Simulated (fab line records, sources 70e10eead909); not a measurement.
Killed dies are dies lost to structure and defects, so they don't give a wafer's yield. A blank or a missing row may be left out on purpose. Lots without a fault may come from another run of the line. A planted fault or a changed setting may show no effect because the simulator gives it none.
fab line records | flow nand_harc
record lots=14 wafers=42 last_day=33
route steps=1302 shown A_CONTACT@1024
lots that met no fault: from a run of the same line without faults
start_h: hours from the record's first day to the start of the lot's first wafer shown | wait_h: hours since the lot's step before | " the same as in the row above | L1.1+2: a row that stands for several wafers | - no value, or no start given | * or withheld: withheld | < > ~ a bound
route shown NAME@n: a module of which the file shows steps, and the number in the route of the first | usual: mean/standard deviation of fault-free wafers | same: alike in all rows | chamber/n: place in a boat | sites: the reading at each site | _std_site: their standard deviation | _edge_site: outer sites' mean less inner sites' | radius_mm: how far each site lies from the wafer's centre | mask NAME#n: copy n | behind: the tool/chamber that last shaped the wafer | hold: why the lot was held/for how many hours/how that ended | device: the transistor (n, p or np) that didn't switch | end of line: the same wafers' tests at the end of the route | a step without rows: its recipe alone | killed: dies lost to structure and defects at the first sort, not the wafer's yield | map: a wafer's dies, x killed, . not, _ none there
set.NAME: the setting as run; set.NAME@STEP: as run at that earlier step | model.NAME: the simulator's own value behind a step, which no gauge read
steps of the route over a sample of lots; a table a step, a row a wafer
services: from which hour (start_h, from the record's first day; less than 0 if before it) a tool's chamber was out of use, for how many hours, and why
## steps
# step NHARC_A_CONTACT_ETCH_102
# recipe target_depth_a=1000 overetch_a=100 time_s=55 ion_energy_ev=100 cf4_flow_sccm=80 o2_flow_sccm=20 ar_flow_sccm=0 rf_w=300 bias_w=100 chemistry=CF4/O2
# usual bias_w=100.00/0.29 drypump_motor_current_A=5.9/0.44 mfc_ar_sccm=0.008/0.009 oes_ar_750_au=1.000/0.005 oes_product_au=0.999/0.0068 rf_vpp_V=197.9/1.4 run_length_s=76.3/0.38 showerhead_plenum_p_Torr=1.34/0.057 throttle_valve_pct=13.397/0.0079
# columns lot.wafer tool chamber start_h wait_h bias_w drypump_motor_current_A mfc_ar_sccm oes_ar_750_au oes_product_au rf_hours_counter_h rf_vpp_V run_length_s showerhead_plenum_p_Torr throttle_valve_pct
L902.3 rie_diel-05 0 493.93 0.1 99.56 6.1 0 1.003 1.009 27 198.2 76.1 1.33 13.396
L902.4 " 1 " " 100.16 4.7 0 0.990 1.008 27 197.8 76.4 1.36 13.407
L902.5 " 3 " " 99.83 4.9 0.017 1.000 0.998 - 197.1 76.8 1.27 13.392
L904.1 rie_diel-05 1 521.26 0.1 100.45 4.8 0 0.996 0.995 32 197.1 76.4 1.36 13.398
L904.4 " 2 " " 99.93 6.3 0.010 1.005 0.988 30 198.8 76.4 1.31 13.404
L904.6 " 0 " " 100.24 6.1 0 1.002 1.006 - 197.0 76.1 1.33 13.393
L906.2 rie_diel-04 1 528.98 0.1 99.98 5.8 0 1.002 0.981 55 197.5 76.8 1.30 13.378
L906.1 " 2 " " 99.87 5.1 0.018 1.002 0.988 50 195.1 75.6 1.26 13.403
L906.6 " 2 " " 99.83 5.1 0.018 0.995 0.995 - 197.4 76.3 1.26 13.408
L907.1 rie_diel-10 1 550.50 0.1 100.16 6.2 0.023 1.003 1.001 24 195.7 76.0 1.23 13.408
L907.4 " 2 " " 100.51 5.8 0 1.004 1.003 22 197.9 76.8 1.35 13.405
L907.5 " 2 " " 100.19 5.8 0 0.995 1.002 - 197.7 76.8 1.35 13.395
L909.2 rie_diel-10 2 578.90 0.1 100.32 5.8 0 1.008 0.992 26 197.0 77.0 1.35 13.386
L909.1 " 3 " " 99.68 6.4 0 1.002 1.003 23 198.2 76.7 1.34 13.408
L909.4 " 0 " " 99.68 5.7 0.012 1.008 0.996 24 199.9 75.7 1.40 13.413
L908.2 rie_diel-10 0 582.04 0.1 99.91 5.7 0.012 1.003 1.014 24 199.4 76.1 1.40 13.389
L908.3 " 1 " " 99.59 6.2 0.023 1.001 0.995 28 197.5 76.0 1.23 13.397
L908.6 " 2 " " 99.86 5.8 0 1.002 1.010 - 198.7 76.7 1.35 13.397
L910.3 rie_diel-10 1 593.45 0.1 100.10 6.2 0.023 0.999 0.996 30 194.9 76.4 1.23 13.397
L910.6 " 2 " " 100.34 5.8 0 0.997 0.996 - 197.5 76.7 1.35 13.396
L910.5 " 0 " " 100.02 5.7 0.012 0.994 1.002 - 200.4 76.0 1.40 13.399
L911.4 rie_diel-10 2 609.48 0.1 100.20 5.8 0 1.010 1.002 1 198.2 77.1 1.35 13.409
L911.6 " 2 " " 100.39 5.8 0 1.005 1.000 - 198.0 76.7 1.35 13.398
L911.5 " 3 " " 100.27 6.4 0 0.998 0.999 - 197.4 76.1 1.34 13.397
L914.1 rie_diel-10 3 620.40 0.1 99.96 6.4 0 1.006 0.995 2 197.7 76.0 1.34 13.386
L914.2 " 1 " " 99.74 6.2 0.023 0.996 0.992 2 199.9 76.2 1.45 13.385
L914.5 " 0 " " 100.00 5.7 0.012 0.994 1.004 - 198.0 76.3 1.40 13.395
L916.1 rie_diel-10 0 631.49 0.1 99.87 5.7 0.012 0.999 1.007 4 198.2 76.0 1.40 13.399
L916.3 " 2 " " 100.13 5.8 0 0.991 1.000 4 198.4 76.6 1.35 13.393
L916.6 " 0 " " 100.00 5.7 0.012 0.999 1.004 - 199.5 75.8 1.40 13.403
L922.3 rie_diel-10 1 701.13 0.1 99.62 6.2 0.023 1.004 0.997 15 198.8 76.3 1.44 13.396
L922.2 " 2 " " 100.06 5.8 0 1.000 0.989 16 198.1 76.7 1.35 13.385
L922.4 " 3 " " 99.99 6.4 0 0.994 1.001 16 197.5 76.3 1.33 13.401
L921.3 rie_diel-10 2 701.55 0.1 99.89 5.8 0 1.000 0.993 16 198.7 76.7 1.35 13.387
L921.2 " 3 " " 100.35 6.4 0 1.003 0.999 16 199.2 76.1 1.33 13.413
L921.6 " 1 " " 100.45 6.2 0.023 1.003 0.994 - 200.4 76.7 1.44 13.393
L923.3 rie_diel-10 2 713.08 0.1 100.26 5.8 0 1.014 1.010 18 199.0 76.6 1.35 13.412
L923.2 " 0 " " 100.43 5.7 0.012 1.002 1.008 18 199.4 76.1 1.39 13.399
L923.1 " 1 " " 100.17 6.2 0.023 0.998 0.991 18 199.9 76.0 1.44 13.404
L924.1 rie_diel-10 2 730.70 0.1 99.58 5.8 0 1.002 1.002 21 196.7 76.8 1.35 13.397
L924.6 " 0 " " 99.93 5.7 0.012 0.993 0.996 - 200.8 75.8 1.39 13.398
L924.5 " 1 " " 99.77 6.2 0.023 1.003 0.994 - 200.5 76.0 1.44 13.397
# step NHARC_A_CONTACT_CD_MEAS_69
# recipe target_cd_nm=300 landing_energy_ev=500
# usual cd_nm=299.9/0.36
# columns lot.wafer tool chamber start_h wait_h cd_nm
L902.3 cd_sem-03 0 498.90 - 300.0
L902.4 " 0 " " 300.4
L902.5 " 0 " " 300.2
L904.1 cd_sem-02 0 526.28 - 299.7
L904.4 " 0 " " 299.8
L904.6 " 0 " " 299.9
L906.1 cd_sem-01 0 533.94 - 299.6
L906.2 " 0 " " 300.6
L906.6 " 0 " " 299.6
L907.1 cd_sem-02 0 555.02 - 300.3
L907.4 " 0 " " 299.8
L907.5 " 0 " " 299.8
L909.1 cd_sem-02 0 585.43 - 300.3
L909.2 " 0 " " 299.9
L909.4 " 0 " " 300.2
L908.2 cd_sem-03 0 588.81 - 299.4
L908.3 " 0 " " 299.6
L908.6 " 0 " " 299.9
L910.3 cd_sem-03 0 598.22 - 300.2
L910.5 " 0 " " 300.1
L910.6 " 0 " " 299.7
L911.4 cd_sem-03 0 616.92 - 299.5
L911.5 " 0 " " 299.3
L911.6 " 0 " " 300.1
L914.1 cd_sem-02 0 631.51 - 300.0
L914.2 " 0 " " 299.3
L914.5 " 0 " " 300.1
L916.1 cd_sem-01 0 636.93 - 299.7
L916.3 " 0 " " 299.2
L916.6 " 0 " " 299.4
L922.2 cd_sem-01 0 705.71 - 299.7
L922.3 " 0 " " 299.5
L922.4 " 0 " " 299.5
L921.2 cd_sem-02 0 706.17 - 299.4
L921.3 " 0 " " 299.5
L921.6 " 0 " " 299.5
L923.1 cd_sem-02 0 717.58 - 299.7
L923.2 " 0 " " 300.2
L923.3 " 0 " " 300.1
L924.1 cd_sem-01 0 735.43 - 299.2
L924.5 " 0 " " 299.6
L924.6 " 0 " " 299.8
# step NHARC_A_CONTACT_ETCH_75
# recipe target_depth_a=390 over_etch_frac=0.3 time_s=65 ion_energy_ev=80 cf4_flow_sccm=150 ar_flow_sccm=0 rf_w=300 bias_w=100 chemistry=CF4
# usual bias_w=100.0/0.32 drypump_motor_current_A=5.8/0.5 mfc_ar_sccm=0.007/0.0087 oes_product_au=1.000/0.0064 rf_vpp_V=151.2/1.4 run_length_s=86.3/0.4 showerhead_plenum_p_Torr=1.76/0.07 throttle_valve_pct=13.284/0.0093
# columns lot.wafer tool chamber start_h wait_h bias_w drypump_motor_current_A mfc_ar_sccm oes_product_au rf_hours_counter_h rf_vpp_V run_length_s showerhead_plenum_p_Torr throttle_valve_pct
L902.3 rie_diel-10 2 499.20 0.1 100.2 5.8 0 0.999 11 152.0 86.5 1.79 13.303
L902.5 " 3 " " 99.8 6.4 0 0.999 - 151.4 86.7 1.78 13.294
L902.4 " 2 " " 100.2 5.8 0 0.995 - 151.8 87.2 1.79 13.285
L904.1 rie_diel-05 0 526.55 0.1 99.9 6.1 0 1.012 33 150.3 86.3 1.76 13.294
L904.4 " 1 " " 100.0 4.8 0 1.001 33 151.0 86.8 1.80 13.282
L904.6 " 1 " " 100.2 4.7 0 1.007 - 152.7 86.0 1.80 13.295
L906.2 rie_diel-05 2 534.22 0.1 100.0 6.2 0.010 0.995 34 152.2 86.6 1.73 13.287
L906.1 " 0 " " 99.6 6.1 0 0.992 36 153.1 86.0 1.76 13.281
L906.6 " 1 " " 100.4 4.8 0 0.999 - 150.7 85.9 1.80 13.289
L907.1 rie_diel-10 2 555.29 0.1 100.5 5.8 0 1.006 23 152.4 86.9 1.79 13.291
L907.4 " 0 " " 100.0 5.7 0.012 1.009 20 152.2 85.9 1.85 13.269
L907.5 " 3 " " 99.7 6.4 0 0.996 - 153.2 86.2 1.77 13.272
L909.1 rie_diel-04 2 585.70 0.1 100.2 5.1 0.018 1.003 13 149.5 85.5 1.67 13.296
L909.2 " 3 " " 100.4 6.2 0 1.007 13 150.5 86.2 1.78 13.270
L909.4 " 1 " " 100.5 5.8 0 0.997 16 150.0 86.0 1.72 13.278
L908.2 rie_diel-04 3 589.10 0.1 100.4 6.2 0 1.005 15 151.2 86.1 1.78 13.270
L908.3 " 1 " " 100.4 5.8 0 0.996 17 150.5 86.0 1.72 13.272
L908.6 " 0 " " 100.1 5.6 0 1.000 - 148.9 86.8 1.69 13.292
L910.3 rie_diel-04 2 598.49 0.1 100.1 5.1 0.018 0.996 19 151.0 85.7 1.66 13.283
L910.5 " 2 " " 99.8 5.2 0.018 1.007 - 150.6 85.7 1.66 13.280
L910.6 " 3 " " 99.9 6.1 0 1.002 - 151.5 85.8 1.77 13.284
L911.4 rie_diel-04 0 617.20 0.1 100.2 5.6 0 1.016 19 149.5 86.6 1.69 13.282
L911.5 " 1 " " - 5.8 0 1.003 - 150.8 68.9 1.72 13.278
L911.6 " 2 " " 100.4 5.1 0.018 1.008 - 150.3 85.5 1.66 13.282
L914.1 rie_diel-04 0 631.84 0.1 - 5.6 0 1.001 23 148.5 69.6 1.69 13.285
L914.2 " 3 " " 100.4 6.1 0 1.001 31 150.6 86.0 1.77 13.280
L914.5 " 0 " " - 5.6 0 0.999 - 149.9 69.0 1.69 13.307
L916.1 rie_diel-10 2 637.93 0.8 99.9 5.8 0 0.991 7 152.7 86.7 1.79 13.291
L916.3 " 3 " " 99.8 6.4 0 0.991 7 151.5 86.1 1.77 13.286
L916.6 " 1 " " 100.0 6.2 0.023 0.999 - 153.5 86.1 1.91 13.297
L922.3 rie_diel-10 1 705.98 0.1 100.3 6.2 0.023 0.998 15 152.1 86.2 1.90 13.275
L922.4 " 3 " " 99.9 6.4 0 0.998 16 151.9 86.4 1.77 13.287
L922.2 " 0 " " 99.9 5.7 0.012 1.005 16 149.5 85.9 1.84 13.279
L921.2 rie_diel-04 0 706.44 0.1 99.2 5.6 0 1.004 46 149.3 86.5 1.68 13.270
L921.3 " 1 " " 100.1 5.9 0 0.991 56 151.6 85.9 1.71 13.278
L921.6 " 1 " " 99.5 5.8 0 1.001 - 150.1 86.4 1.71 13.281
L923.2 rie_diel-10 1 717.85 0.1 100.0 6.2 0.023 0.991 19 153.2 86.3 1.90 13.289
L923.1 " 2 " " 100.1 5.8 0 0.999 19 152.8 86.9 1.78 13.289
L923.3 " 0 " " 100.1 5.7 0.012 1.003 20 151.8 86.1 1.84 13.275
L924.1 rie_diel-05 3 735.71 0.1 99.7 4.9 0.017 1.005 53 151.5 86.6 1.67 13.272
L924.5 " 2 " " 100.9 6.3 0.010 0.986 - 150.7 86.7 1.71 13.288
L924.6 " 3 " " 99.5 4.9 0.017 1.008 - 149.7 86.6 1.67 13.289
# step NHARC_A_CONTACT_ETCH_130
# recipe source_w=withheld pressure_mtorr=20 bias_v=3000 time_s=197 target_depth_a=19180 ar_flow_sccm=withheld c4f8_flow_sccm=withheld o2_flow_sccm=withheld chemistry=C4F8/O2/Ar
# usual run_length_s=197/0
# columns lot.wafer tool chamber start_h wait_h rf_hours_counter_h run_length_s
L902.4 har_cap_etch-02 1 502.08 0.1 - 197
L902.3 " 0 " " - 197
L902.5 " 1 " " - 197
L904.1 har_cap_etch-03 1 529.12 0.1 48 197
L904.4 " 0 " " - 197
L904.6 " 1 " " - 197
L906.2 har_cap_etch-03 0 536.93 0.1 50 197
L906.1 " 1 " " 50 197
L906.6 " 0 " " - 197
L907.1 har_cap_etch-03 0 557.85 0.1 53 197
L907.4 " 1 " " - 197
L907.5 " 1 " " - 197
L909.2 har_cap_etch-02 0 588.23 0.1 101 197
L909.1 " 1 " " 101 197
L909.4 " 1 " " - 197
L908.2 har_cap_etch-03 1 591.92 0.1 57 197
L908.3 " 0 " " - 197
L908.6 " 0 " " - 197
L910.3 har_cap_etch-03 1 601.09 0.1 - 197
L910.6 " 1 " " - 197
L910.5 " 0 " " - 197
L911.4 har_cap_etch-03 0 619.79 0.1 - 197
L911.5 " 0 " " - 197
L911.6 " 1 " " - 197
L914.1 har_cap_etch-03 0 634.38 0.1 66 197
L914.2 " 1 " " 66 197
L914.5 " 1 " " - 197
L916.1 har_cap_etch-02 0 640.50 0.1 114 197
L916.3 " 1 " " - 197
L916.6 " 0 " " - 197
L922.2 har_cap_etch-01 1 708.52 0.1 36 197
L922.4 " 1 " " - 197
L922.3 " 0 " " - 197
L921.2 har_cap_etch-02 0 708.98 0.1 125 197
L921.3 " 0 " " - 197
L921.6 " 1 " " - 197
L923.1 har_cap_etch-01 0 720.39 0.1 40 197
L923.2 " 1 " " 40 197
L923.3 " 0 " " - 197
L924.1 har_cap_etch-03 1 738.28 0.1 83 197
L924.6 " 0 " " - 197
L924.5 " 1 " " - 197
## services
# columns tool chamber start_h hours kind
rie_diel-10 0 477.68 - clean
rie_diel-10 1 477.68 - clean
rie_diel-10 2 477.68 - clean
rie_diel-10 3 477.68 - clean
rie_diel-10 2 491.88 3.8 repair
rie_diel-10 0 493.47 8.1 repair
har_cap_etch-01 - 497.45 17.0 pm
rie_diel-10 0 502.18 - clean
rie_diel-10 1 502.18 - clean
rie_diel-10 3 502.36 6.0 repair
rie_diel-04 - 518.10 0.4 repair
rie_diel-04 - 532.73 9.0 pm
har_cap_etch-01 - 540.72 0.5 repair
rie_diel-04 0 556.36 9.9 repair
rie_diel-04 2 578.68 6.6 repair
rie_diel-05 - 583.79 9.0 pm
rie_diel-10 3 587.41 6.6 repair
rie_diel-10 - 596.68 9.0 pm
rie_diel-05 0 610.12 17.1 repair
rie_diel-05 1 645.84 2.8 repair
rie_diel-10 3 648.01 3.5 repair
rie_diel-05 - 651.99 2.0 repair
rie_diel-10 - 661.80 0.6 repair
rie_diel-04 - 709.92 9.0 pm
## key
first_sign step=NHARC_A_CONTACT_ETCH_75 reading=run_length_s direction=down sigmas=43 usual=* struck=*
effect none on later readings
met_at NHARC_A_CONTACT_ETCH_75
struck_lots L911,L914
struck_wafers L911.5,L914.1,L914.5
sort_left_out L911.5,L914.1,L914.5
tester_left_out L911,L914
not_acting_at NHARC_A_CONTACT_ETCH_102,NHARC_A_CONTACT_CD_MEAS_69,NHARC_A_CONTACT_ETCH_130
onset_between 598.49 617.20
fault kind=process_parameter_drift tool=rie_diel-04 chamber=- onset_h=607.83 steps=NHARC_A_CONTACT_ETCH_75 channel=time_s offset=* shape=step end_h=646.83 scope=struck_wafers_only acts_in=* stated=*
# tester_left_out: of these lots the tester's yield and bins aren't shown, on N5 and GAA mostly nor the transistor test; their killed dies are dies lost to structure and defects alone, not to doping, threshold or leakage, so they don't give the yield
# sort_left_out: the simulated sort isn't trusted on such a fault, so these wafers' sort isn't shown, and their yield isn't known
